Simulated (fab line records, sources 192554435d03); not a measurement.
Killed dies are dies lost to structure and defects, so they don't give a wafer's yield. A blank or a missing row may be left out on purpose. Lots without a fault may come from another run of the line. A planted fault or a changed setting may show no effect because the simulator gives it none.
Chamber matching | flow n5_finfet | N5_BEOL_M5_DESCUM_33 on rie_diel-03: 4 sister chambers
The step chemistry O2, time 7 s. 14 wafers are shown with their chamber, then 7 later ones without.

WAFERS WITH THEIR CHAMBER
wafer  | chamber | drypump_motor_current_A (A) | throttle_valve_pct (%) | showerhead_plenum_p_Torr (Torr)
L080.3 | 1       | 5.9                         | 20.38                  | 2.13
L080.5 | 0       | 5.3                         | 20.72                  | 1.98
L080.6 | 3       | 4.8                         | 20.62                  | 2.03
L082.1 | 3       | 4.8                         | 20.63                  | 2.03
L082.4 | 3       | 4.8                         | 20.62                  | 2.03
L082.5 | 1       | 5.9                         | 20.37                  | 2.13
L087.1 | 3       | 4.7                         | 20.64                  | 2.03
L087.3 | 2       | 5.4                         | 20.77                  | 2.20
L087.5 | 3       | 4.8                         | 20.63                  | 2.03
L088.2 | 2       | 5.4                         | 20.78                  | 2.20
L088.3 | 1       | 5.9                         | 20.40                  | 2.12
L088.5 | 2       | 5.4                         | 20.78                  | 2.20
L090.3 | 0       | 5.2                         | 20.37                  | 2.23
L090.5 | 3       | 4.7                         | 20.66                  | 2.02

SIGNATURES (means of the wafers above)
reading                  | chamber 0 | chamber 1 | chamber 2 | chamber 3 | scatter within a chamber
drypump_motor_current_A  | 5.250     | 5.900     | 5.400     | 4.767     | 0.0428
throttle_valve_pct       | 20.5450   | 20.3833   | 20.7767   | 20.6333   | 0.0793
showerhead_plenum_p_Torr | 2.1050    | 2.1267    | 2.2000    | 2.0283    | 0.056
Rule: a wafer's distance from a chamber is the root of the sum, over the readings, of the square of ((its reading less the chamber's mean) divided by the reading's scatter). The wafer belongs to the nearest chamber; if the next one is less than 2 further off, it can't be placed. The scatter: the root of (the sum of the squares of (reading less its chamber's mean) over the shown wafers, divided by (wafers less chambers)).

WAFERS WITHOUT THEIR CHAMBER
wafer  | drypump_motor_current_A (A) | throttle_valve_pct (%) | showerhead_plenum_p_Torr (Torr)
L090.6 | 5.4                         | 20.78                  | 2.20
L092.2 | 4.8                         | 20.66                  | 2.02
L092.3 | 5.9                         | 20.39                  | 2.12
L092.5 | 5.2                         | 20.36                  | 2.23
L096.3 | 5.4                         | 20.80                  | 2.19
L096.4 | 5.9                         | 20.44                  | 2.12
L096.5 | 4.7                         | 20.66                  | 2.02

WHICH CHAMBER EACH WENT THROUGH
wafer  | from the rows above | in truth
L090.6 | 2                   | 2
L092.2 | 3                   | 3
L092.3 | 1                   | 1
L092.5 | 0                   | 0
L096.3 | 2                   | 2
L096.4 | 1                   | 1
L096.5 | 3                   | 3
Placed correctly: 7 of 7. Can't be placed from these rows: 0. Placed wrongly: 0.
